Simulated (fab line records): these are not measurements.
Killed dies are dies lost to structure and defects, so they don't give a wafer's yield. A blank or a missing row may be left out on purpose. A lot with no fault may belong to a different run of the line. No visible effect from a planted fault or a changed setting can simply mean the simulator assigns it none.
A single fault, viewed from 2 desks || flow nand-harc || every desk sees just its own numbers, and what lay behind them comes last

## THE TOOL OWNER'S DESK: acl-dep-03
The tool's own readings at NHARC_P_GATE_HM_DEP_102 (deposits aC, target thk 120 nm): means of the sampled wafers that have a number, for each lot that ran on this tool. A lot is out of limits, marked OUT, if its mean lies more than 4 standard deviations from the usual mean; the brackets give that distance.
Columns: A = throttle-valve-pct at NHARC_P_GATE_HM_DEP_102, usual 35.000 %
{"lot": "L774", "first seen here": "day 5 00:35", "A": 35.001}
{"lot": "L779", "first seen here": "day 6 08:28", "A": 34.992}
{"lot": "L781", "first seen here": "day 6 21:17", "A": 34.996}
{"lot": "L784", "first seen here": "day 7 20:45", "A": 35.005}
{"lot": "L794", "first seen here": "day 10 00:11", "A": 35.002}
{"lot": "L795", "first seen here": "day 10 00:56", "A": 35.001}
Finding of this desk: none of the 6 lots has anything out of limits.

## THE DEFECT DESK
Per lot, the means of the sampled wafers with a number show what the inspections along the route counted. A lot is out of limits, marked OUT, if its mean lies more than 4 standard deviations from the usual mean; the brackets give that distance.
Columns: A = raw-defect-count at NHARC_P_GATE_INSPECT_28, usual 6; B = raw-defect-count at NHARC_P_GATE_INSPECT_68, usual 177
{"lot": "L775", "first seen here": "day 5 01:55", "A": 7, "B": 112}
{"lot": "L774", "first seen here": "day 5 02:04", "A": 8, "B": 215}
{"lot": "L776", "first seen here": "day 5 15:50", "A": 7, "B": 180}
{"lot": "L779", "first seen here": "day 6 09:56", "A": 7, "B": 163}
{"lot": "L781", "first seen here": "day 6 22:41", "A": "1450 (+99 or more) OUT", "B": "1668 (+21) OUT"}
{"lot": "L783", "first seen here": "day 7 12:14", "A": 8, "B": 214}
{"lot": "L784", "first seen here": "day 7 21:59", "A": "1433 (+99 or more) OUT", "B": "1536 (+19) OUT"}
{"lot": "L792", "first seen here": "day 9 05:10", "A": 7, "B": 153}
{"lot": "L794", "first seen here": "day 10 01:42", "A": 9, "B": 379}
{"lot": "L796", "first seen here": "day 10 01:50", "A": 1, "B": 180}
{"lot": "L795", "first seen here": "day 10 02:10", "A": 7, "B": 210}
This desk's verdict: out of limits on L781, L784, starting with L781 at day 6 22:41 (raw-defect-count at NHARC_P_GATE_INSPECT_28). Within limits: L775, L774, L776, L779, L783, L792, L794, L796, L795.

## ALL TOGETHER
The defect desk could have raised an alarm at day 6 22:41, on L781, L784.
The desk of the tool owner found nothing out of limits.
Tool owner's desk: L781, L784 on record, inside its limits.
NHARC_P_GATE_HM_DEP_102 was run on acl-dep-03 by each of the lots named.

## WHAT THE SIMULATOR HAD INSERTED
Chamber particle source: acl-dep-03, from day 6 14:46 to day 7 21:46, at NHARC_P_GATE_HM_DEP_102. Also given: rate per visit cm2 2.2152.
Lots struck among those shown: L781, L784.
Hours from the fault's start to each desk's first reading out of limits: the defect desk, 8.
